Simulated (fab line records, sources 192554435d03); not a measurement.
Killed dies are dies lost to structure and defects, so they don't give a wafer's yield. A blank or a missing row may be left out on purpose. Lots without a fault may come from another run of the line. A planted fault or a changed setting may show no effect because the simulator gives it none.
Chamber matching | flow n5_finfet | N5_BEOL_M5_PRE_CLEAN_77 on cvd_co-01: 3 sister chambers
The step time 15 s. 3 wafers are shown with their chamber, then 12 later ones without.

WAFERS WITH THEIR CHAMBER
wafer  | chamber | heater_power_w (W)
L087.5 | 0       | 82
L088.1 | 1       | 65
L088.6 | 2       | 79

WAFERS WITHOUT THEIR CHAMBER
wafer  | heater_power_w (W)
L091.2 | 63
L091.4 | 79
L091.5 | 83
L094.3 | 76
L094.4 | 62
L094.5 | 77
L092.1 | 63
L092.2 | 78
L092.5 | 65
L095.2 | 84
L095.3 | 65
L095.5 | 83

WHICH CHAMBER EACH WENT THROUGH
wafer  | from the rows above     | in truth
L091.2 | 1                       | 1
L091.4 | can't be placed: 2 or 0 | 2
L091.5 | can't be placed: 0 or 2 | 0
L094.3 | can't be placed: 2 or 0 | 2
L094.4 | 1                       | 1
L094.5 | can't be placed: 2 or 0 | 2
L092.1 | 1                       | 1
L092.2 | can't be placed: 2 or 0 | 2
L092.5 | 1                       | 1
L095.2 | can't be placed: 0 or 2 | 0
L095.3 | 1                       | 1
L095.5 | can't be placed: 0 or 2 | 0
Placed correctly: 5 of 12. Can't be placed from these rows: 7 (the true chamber is among the candidates in 7). Placed wrongly: 0.
How it was worked out, from the rows above alone: a wafer's distance from a chamber is the root of the sum, over the readings, of the square of ((its reading less the chamber's mean) divided by the reading's scatter). The wafer belongs to the nearest chamber; if the next one is less than 2 further off, it can't be placed. A chamber's mean is the mean of its shown wafers. The scatter: with one shown wafer a chamber, the root of the mean of the squares of how far each hidden wafer lies from its nearest shown one.
